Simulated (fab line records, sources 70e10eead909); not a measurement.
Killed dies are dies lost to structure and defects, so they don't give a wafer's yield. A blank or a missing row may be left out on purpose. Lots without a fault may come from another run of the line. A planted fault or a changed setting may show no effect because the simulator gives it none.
fab line records | flow nand_harc | part 2 of 2: steps 25 to 38 of 38
record lots=5 wafers=15 last_day=34
route steps=1302 shown P_ZERO_WELL@11
lots that met no fault: from a run of the same line without faults
start_h: hours from the record's first day to the start of the lot's first wafer shown | wait_h: hours since the lot's step before | " the same as in the row above | L1.1+2: a row that stands for several wafers | - no value, or no start given | * or withheld: withheld | < > ~ a bound
route shown NAME@n: a module of which the file shows steps, and the number in the route of the first | usual: mean/standard deviation of fault-free wafers | same: alike in all rows | chamber/n: place in a boat | sites: the reading at each site | _std_site: their standard deviation | _edge_site: outer sites' mean less inner sites' | radius_mm: how far each site lies from the wafer's centre | mask NAME#n: copy n | behind: the tool/chamber that last shaped the wafer | hold: why the lot was held/for how many hours/how that ended | device: the transistor (n, p or np) that didn't switch | end of line: the same wafers' tests at the end of the route | a step without rows: its recipe alone | killed: dies lost to structure and defects at the first sort, not the wafer's yield | map: a wafer's dies, x killed, . not, _ none there
set.NAME: the setting as run; set.NAME@STEP: as run at that earlier step | model.NAME: the simulator's own value behind a step, which no gauge read
lots at some steps of the route; a table a step, a row a wafer
services: from which hour (start_h, from the record's first day; less than 0 if before it) a tool's chamber was out of use, for how many hours, and why
## steps
# step NHARC_P_ZERO_WELL_STRIP_28
# recipe time_s=840 temp_c=130 chemistry=SPM
# usual bath_guard_temp_C=130.2/0.38
# same time_s=840
# columns lot.wafer tool chamber start_h wait_h bath_guard_temp_C
L075.6 wet_bench-07 1 35.08 0.0 130.5
L075.4 " 2 " " 130.2
L075.3 " 4 " " 130.4
L081.3 wet_bench-05 6 93.50 0.1 129.4
L081.1 " 7 " " 130.5
L081.2 " 1 " " 130.4
L085.5 wet_bench-02 5 136.77 0.1 130.8
L085.4 " 6 " " 130.3
L085.1 " 7 " " 130.0
L088.1 wet_bench-02 3 163.34 0.2 129.7
L088.3 " 4 " " 130.0
L088.6 " 7 " " 129.6
L097.2 wet_bench-07 6 253.49 0.2 130.1
L097.4 " 0 " " 130.4
L097.6 " 2 " " 130.7
# step NHARC_P_ZERO_WELL_DEHYDRATE_29
# recipe temp_c=150 time_s=120
# same time_s=120
# columns lot.wafer tool chamber start_h wait_h
L075.3+4+6 litho_track-02 0 35.40 -
L081.1+2+3 litho_track-07 0 93.82 -
L085.1+4+5 litho_track-02 0 137.09 -
L088.1+3+6 litho_track-07 0 163.67 -
L097.2+4+6 litho_track-03 0 253.83 -
# step NHARC_P_ZERO_WELL_HMDS_30
# recipe time_s=30
# same time_s=30
# columns lot.wafer tool chamber start_h wait_h
L075.3+4+6 litho_track-02 0 - -
L081.1+2+3 litho_track-07 0 - -
L085.1+4+5 litho_track-02 0 - -
L088.1+3+6 litho_track-07 0 - -
L097.2+4+6 litho_track-03 0 - -
# step NHARC_P_ZERO_WELL_COAT_31
# recipe spin_rpm=withheld
# columns lot.wafer tool chamber start_h wait_h
L075.3+4+6 litho_track-02 0 - -
L081.1+2+3 litho_track-07 0 - -
L085.1+4+5 litho_track-02 0 - -
L088.1+3+6 litho_track-07 0 - -
L097.2+4+6 litho_track-03 0 - -
# step NHARC_P_ZERO_WELL_SOFTBAKE_32
# recipe temp_c=122 time_s=95
# same time_s=95
# columns lot.wafer tool chamber start_h wait_h
L075.3+4+6 litho_track-02 0 - -
L081.1+2+3 litho_track-07 0 - -
L085.1+4+5 litho_track-02 0 - -
L088.1+3+6 litho_track-07 0 - -
L097.2+4+6 litho_track-03 0 - -
# step NHARC_P_ZERO_WELL_EBR_33
# columns lot.wafer tool chamber start_h wait_h
L075.3+4+6 litho_track-02 0 - -
L081.1+2+3 litho_track-07 0 - -
L085.1+4+5 litho_track-02 0 - -
L088.1+3+6 litho_track-07 0 - -
L097.2+4+6 litho_track-03 0 - -
# step NHARC_P_ZERO_WELL_EXPOSE_34
# recipe na=0.6 target_cd_nm=720 dose_mj=22.31 mask_id=P_PWELL
# usual stage_vel_mm_s=500.05/0.26
# columns lot.wafer tool chamber start_h wait_h mask stage_vel_mm_s
L075.3 krf_scanner-04 0 35.68 - P_PWELL#0 500.33
L075.4 " 0 " " P_PWELL#0 499.85
L075.6 " 0 " " P_PWELL#0 499.62
L081.1 krf_scanner-04 0 94.09 - P_PWELL#0 499.64
L081.2 " 0 " " P_PWELL#0 500.37
L081.3 " 0 " " P_PWELL#0 500.09
L085.1 krf_scanner-04 0 137.37 - P_PWELL#0 499.89
L085.4 " 0 " " P_PWELL#0 500.49
L085.5 " 0 " " P_PWELL#0 499.98
L088.1 krf_scanner-04 0 163.94 - P_PWELL#0 499.63
L088.3 " 0 " " P_PWELL#0 499.96
L088.6 " 0 " " P_PWELL#0 499.76
L097.2 krf_scanner-04 0 254.10 - P_PWELL#0 500.00
L097.4 " 0 " " P_PWELL#0 499.72
L097.6 " 0 " " P_PWELL#0 499.83
# step NHARC_P_ZERO_WELL_PEB_35
# recipe peb_temp_c=118 peb_time_s=85
# columns lot.wafer tool chamber start_h wait_h
L075.3+4+6 litho_track-07 0 35.74 0.1
L081.1+2+3 litho_track-02 0 94.15 0.1
L085.1+4+5 litho_track-03 0 137.44 0.1
L088.1+3+6 litho_track-03 0 164.00 0.1
L097.2+4+6 litho_track-03 0 254.17 0.1
# step NHARC_P_ZERO_WELL_DEVELOP_36
# recipe time_s=70
# same time_s=70
# columns lot.wafer tool chamber start_h wait_h
L075.3+4+6 litho_track-07 0 - -
L081.1+2+3 litho_track-02 0 - -
L085.1+4+5 litho_track-03 0 - -
L088.1+3+6 litho_track-03 0 - -
L097.2+4+6 litho_track-03 0 - -
# step NHARC_P_ZERO_WELL_CD_MEAS_37
# recipe target_cd_nm=720 landing_energy_ev=500
# usual cd_nm=719.6/1.9
# columns lot.wafer tool chamber start_h wait_h cd_nm
L075.3 cd_sem-01 0 35.83 - 719.0
L075.4 " 0 " " 721.9
L075.6 " 0 " " 721.4
L081.1 cd_sem-03 0 94.24 - 720.5
L081.2 " 0 " " 716.4
L081.3 " 0 " " 719.4
L085.1 cd_sem-01 0 137.53 - 718.0
L085.4 " 0 " " 718.0
L085.5 " 0 " " 722.5
L088.1 cd_sem-03 0 164.09 - 716.7
L088.3 " 0 " " 718.5
L088.6 " 0 " " 717.7
L097.2 cd_sem-03 0 254.26 - 719.5
L097.4 " 0 " " 721.1
L097.6 " 0 " " 720.3
# step NHARC_P_ZERO_WELL_HARDBAKE_38
# recipe temp_c=125 time_s=80
# same time_s=80
# columns lot.wafer tool chamber start_h wait_h
L075.3+4+6 litho_track-03 0 35.91 -
L081.1+2+3 litho_track-03 0 94.32 -
L085.1+4+5 litho_track-03 0 137.61 -
L088.1+3+6 litho_track-07 0 164.17 -
L097.2+4+6 litho_track-03 0 254.34 -
# step NHARC_P_ZERO_WELL_DESCUM_39
# recipe time_s=3 o2_flow_sccm=200 ar_flow_sccm=0 bias_power_w=0 chemistry=O2
# usual drypump_motor_current_A=5.6/0.37 oes_product_au=1.000/0.011 rf_vpp_V=57.7/0.98 showerhead_plenum_p_Torr=1.91/0.095 throttle_valve_pct=11.311/0.0094
# same time_s=3
# columns lot.wafer tool chamber start_h wait_h drypump_motor_current_A oes_product_au rf_hours_counter_h rf_vpp_V showerhead_plenum_p_Torr throttle_valve_pct
L075.4 rie_diel-07 1 36.17 - 5.3 1.003 31 57.2 1.77 11.306
L075.3 " 2 " " 5.5 0.988 31 57.3 1.91 11.304
L075.6 " 3 " " 5.7 0.995 - 58.9 1.91 11.326
L081.2 rie_diel-07 0 94.42 - 5.0 1.018 45 56.5 1.85 11.294
L081.3 " 1 " " 5.3 1.027 46 57.8 1.77 11.327
L081.1 " 2 " " 5.5 0.986 46 57.5 1.90 11.301
L085.4 rie_diel-01 2 137.69 - 6.0 1.000 34 58.0 1.94 11.305
L085.1 " 1 " " 5.6 0.989 34 57.6 1.97 11.305
L085.5 " 2 " " 6.0 0.998 - 57.1 1.94 11.314
L088.3 rie_diel-01 3 164.25 - 6.2 1.007 43 59.3 1.84 11.311
L088.1 " 2 " " 5.9 1.024 43 57.6 1.93 11.315
L088.6 " 3 " " 6.2 1.004 - 57.2 1.84 11.329
L097.4 rie_diel-07 1 254.41 - 5.3 1.007 37 59.1 2.06 11.306
L097.2 " 3 " " 5.8 0.985 45 58.8 1.89 11.319
L097.6 " 2 " " 5.5 0.988 - 57.6 1.89 11.311
# step NHARC_P_ZERO_WELL_IMPLANT_40
# recipe energy_kev=300 dose_cm2=1e+13 tilt_deg=7
# usual dose_ions_cm2=1e+13/1.1e+10
# columns lot.wafer tool chamber start_h wait_h dose_ions_cm2
L075.3 implanter-02 0 36.35 0.2 1.002e+13
L075.4 " 0 " " 1.0017e+13
L075.6 " 0 " " 1.0012e+13
L081.1 implanter-02 0 94.55 0.1 1.0024e+13
L081.2 " 0 " " 1.0003e+13
L081.3 " 0 " " 1.0008e+13
L085.1 implanter-01 0 137.84 0.1 1.0011e+13
L085.4 " 0 " " 1.0004e+13
L085.5 " 0 " " 9.997e+12
L088.1 implanter-01 0 164.40 0.1 9.986e+12
L088.3 " 0 " " 9.993e+12
L088.6 " 0 " " 9.986e+12
L097.2 implanter-02 0 254.59 0.1 9.997e+12
L097.4 " 0 " " 9.995e+12
L097.6 " 0 " " 9.991e+12
# step NHARC_P_ZERO_WELL_IMPLANT_59
# recipe energy_kev=120 dose_cm2=5e+12 tilt_deg=7
# usual dose_ions_cm2=4.999e+12/6e+09
# columns lot.wafer tool chamber start_h wait_h dose_ions_cm2
L075.3 implanter-02 0 36.53 0.1 5.002e+12
L075.4 " 0 " " 4.999e+12
L075.6 " 0 " " 5.004e+12
L081.1 implanter-02 0 94.73 0.1 4.999e+12
L081.2 " 0 " " 4.998e+12
L081.3 " 0 " " 4.997e+12
L085.1 implanter-01 0 138.02 0.2 4.993e+12
L085.4 " 0 " " 4.998e+12
L085.5 " 0 " " 4.997e+12
L088.1 implanter-01 0 164.58 0.2 5.003e+12
L088.3 " 0 " " 5e+12
L088.6 " 0 " " 5e+12
L097.2 implanter-02 0 254.77 0.1 4.987e+12
L097.4 " 0 " " 5.001e+12
L097.6 " 0 " " 4.994e+12
## services
# columns tool chamber start_h hours kind
krf_scanner-04 - 11.33 4.0 pm
rie_diel-06 0 25.38 14.3 repair
rie_diel-01 - 27.10 9.0 pm
rie_diel-06 2 46.70 3.1 repair
krf_scanner-04 - 47.55 0.4 repair
implanter-01 - 48.03 2.0 repair
litho_track-02 - 52.00 7.0 pm
krf_scanner-04 - 66.91 3.1 repair
litho_track-07 - 76.00 7.0 pm
krf_scanner-04 - 78.88 8.7 repair
rie_diel-06 - 80.70 0.8 repair
krf_scanner-04 - 96.68 0.6 repair
litho_track-03 - 100.00 7.0 pm
rie_diel-07 - 118.77 9.0 pm
krf_scanner-04 - 121.74 0.2 repair
rie_diel-06 - 130.22 9.0 pm
rie_diel-07 - 135.23 0.2 repair
rie_diel-06 - 176.08 0.1 repair
krf_scanner-04 - 183.33 4.0 pm
rie_diel-06 - 192.92 4.9 repair
krf_scanner-04 - 194.54 37.2 repair
litho_track-02 - 227.00 7.0 pm
implanter-01 - 231.96 0.5 repair
litho_track-07 - 251.00 7.0 pm
